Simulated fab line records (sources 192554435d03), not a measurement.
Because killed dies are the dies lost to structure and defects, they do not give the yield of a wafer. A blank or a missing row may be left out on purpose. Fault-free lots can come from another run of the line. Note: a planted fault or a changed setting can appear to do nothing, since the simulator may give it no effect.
Lot-split experiment ; flow n5_finfet ; 7 lots, 39 wafers read, on a route of 1938 steps

SPLIT DETAILS
At N5_HKMG_FIN_ETCH_58 (etches SOC in N2/H2, target depth 215.8 nm, time 741 s), the setting bias_w was moved away from the recipe's 13 W on 18 of the 39 wafers read, by -17.5% to +19.0%. For the rest of the wafers, this setting stayed at what the recipe calls for.

The reading comes from the split's own step.

THE READING
rf_vpp_V, in V, at N5_HKMG_FIN_ETCH_58 (etches SOC in N2/H2, target depth 215.8 nm, time 741 s). On this fab line, fault-free wafers typically give 99.1 V with a standard deviation of 0.99 V.

wafer;tool, chamber at the split;bias_w as run, W;against the recipe;rf_vpp_V, V;against lot-mates on the recipe
L075.1;rie_diel-06, 0;12.13;-6.7%;94.1;-4.8
L075.2;rie_diel-06, 3;13;recipe;99.4;-
L075.3;rie_diel-06, 1;13;recipe;99.5;-
L075.4;rie_diel-06, 2;12.13;-6.7%;96.2;-2.7
L075.5;rie_diel-06, 0;13;recipe;97.9;-
L075.6;rie_diel-06, 1;12.13;-6.7%;93.8;-5.1
L077.1;rie_diel-06, 2;10.73;-17.5%;88.2;-10.6
L077.2;rie_diel-06, 0;13;recipe;99.0;-
L077.3;rie_diel-06, 1;13;recipe;98.9;-
L077.4;rie_diel-06, 3;10.73;-17.5%;86.8;-12.0
L077.5;rie_diel-06, 2;13;recipe;98.4;-
L077.6;rie_diel-06, 1;10.73;-17.5%;87.3;-11.5
L078.1;rie_diel-06, 0;13;recipe;100.4;-
L078.2;rie_diel-06, 1;11.64;-10.5%;91.5;-8.2
L078.3;rie_diel-06, 2;13;recipe;99.6;-
L078.4;rie_diel-06, 3;11.64;-10.5%;91.5;-8.2
L078.5;rie_diel-06, 1;11.64;-10.5%;92.6;-7.1
L078.6;rie_diel-06, 0;13;recipe;99.2;-
L079.1;rie_diel-06, 3;14.85;+14.2%;107.2;+7.6
L079.2;rie_diel-06, 0;14.85;+14.2%;108.0;+8.4
L079.3;rie_diel-06, 1;13;recipe;99.5;-
L079.4;rie_diel-06, 2;13;recipe;99.6;-
L079.5;rie_diel-06, 0;14.85;+14.2%;107.7;+8.1
L079.6;rie_diel-06, 3;13;recipe;99.7;-
L080.1;rie_diel-03, 2;13;recipe;98.2;-
L080.2;rie_diel-03, 0;11.72;-9.8%;92.6;-6.4
L080.3;rie_diel-03, 1;13;recipe;99.8;-
L080.4;rie_diel-03, 3;13;recipe;98.9;-
L080.5;rie_diel-03, 1;11.72;-9.8%;93.4;-5.6
L080.6;rie_diel-03, 2;11.72;-9.8%;91.9;-7.1
L082.2;rie_diel-01, 0;13;recipe;100.3;-
L082.3;rie_diel-01, 2;13;recipe;98.8;-
L082.4;rie_diel-01, 3;13;recipe;98.1;-
L084.1;rie_diel-06, 2;13;recipe;98.9;-
L084.2;rie_diel-06, 3;13;recipe;99.6;-
L084.3;rie_diel-06, 0;13;recipe;98.3;-
L084.4;rie_diel-06, 0;15.47;+19.0%;110.0;+11.1
L084.5;rie_diel-06, 2;15.47;+19.0%;110.1;+11.2
L084.6;rie_diel-06, 3;15.47;+19.0%;112.3;+13.4

FIT RESULTS
A straight line over all 39 wafers: rf_vpp_V changes by +0.638 V for each +1% of bias_w; r = +0.99; the points scatter about the line by 0.77 V.
The same after taking each lot's own level away (the mean of its wafers on the recipe; 39 wafers): +0.633 V for each +1%; r = +0.99; scatter 0.8 V.
The reading moves by 12 V for the largest change in bias_w, on that fit.
From 98.77 to 99.73 V: that is the span of the lots' own levels, equal to 1.0 times the standard deviation above.
Consequently the slope shifts little with the lot-to-lot level, the two slopes agreeing.
Check: for one of the wafers moved furthest among these (+19.0%), held out of the fit, the line's prediction against its lot-mates is +11.9 V. It came out at +11.1 V against them.
Tool readings at the split's step, against how far the setting was moved: rf_vpp_V r = +0.99.

OTHER SPLITS ON THESE WAFERS
Other splits were also applied to these wafers ahead of the reading. Each is held against what the fit with the lots' levels taken away leaves over:
other split on the same wafers;wafers away from the commonest value;r with rf_vpp_V (lot level and that fit taken away)
N5_DUMMY_GATE_ETCH_37 source_w;15;+0.15
N5_SD_EPI_N_EPI_21 pressure_torr;30;-0.02
N5_SD_EPI_P_ETCH_36 bias_w;15;+0.31

THE WHOLE CHAIN: every reading that the file lists as answering this split, in the file's order
step;what it does;reading;change (the file's fit);r (the file's)
N5_HKMG_FIN_ETCH_58;etches SOC in N2/H2, target depth 215.8 nm, time 741 s;rf_vpp_V;+0.634 V for each +1% of the setting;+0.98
N5_HKMG_FIN_ETCH_58;etches SOC in N2/H2, target depth 215.8 nm, time 741 s;HKMG_FIN.feature_depth_nm (the simulator's own value, which no gauge read);+0.846 nm for each +1% of the setting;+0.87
N5_HKMG_FIN_ETCH_58;etches SOC in N2/H2, target depth 215.8 nm, time 741 s;etch.depth_nm (the simulator's own value, which no gauge read);+0.846 nm for each +1% of the setting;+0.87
N5_HKMG_FIN_ETCH_58;etches SOC in N2/H2, target depth 215.8 nm, time 741 s;SOC_of_HKMG_FIN_COAT_41.thk_nm (the simulator's own value, which no gauge read);-0.839 nm for each +1% of the setting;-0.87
N5_HKMG_FIN_STRIP_93;strips SOC in N2/H2, time 20 s;SOC_of_HKMG_FIN_COAT_41.thk_nm (the simulator's own value, which no gauge read);-0.834 nm for each +1% of the setting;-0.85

THE FILE'S OWN FIT
rf_vpp_V changes by +0.634 V for each +1% of bias_w, r = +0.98.
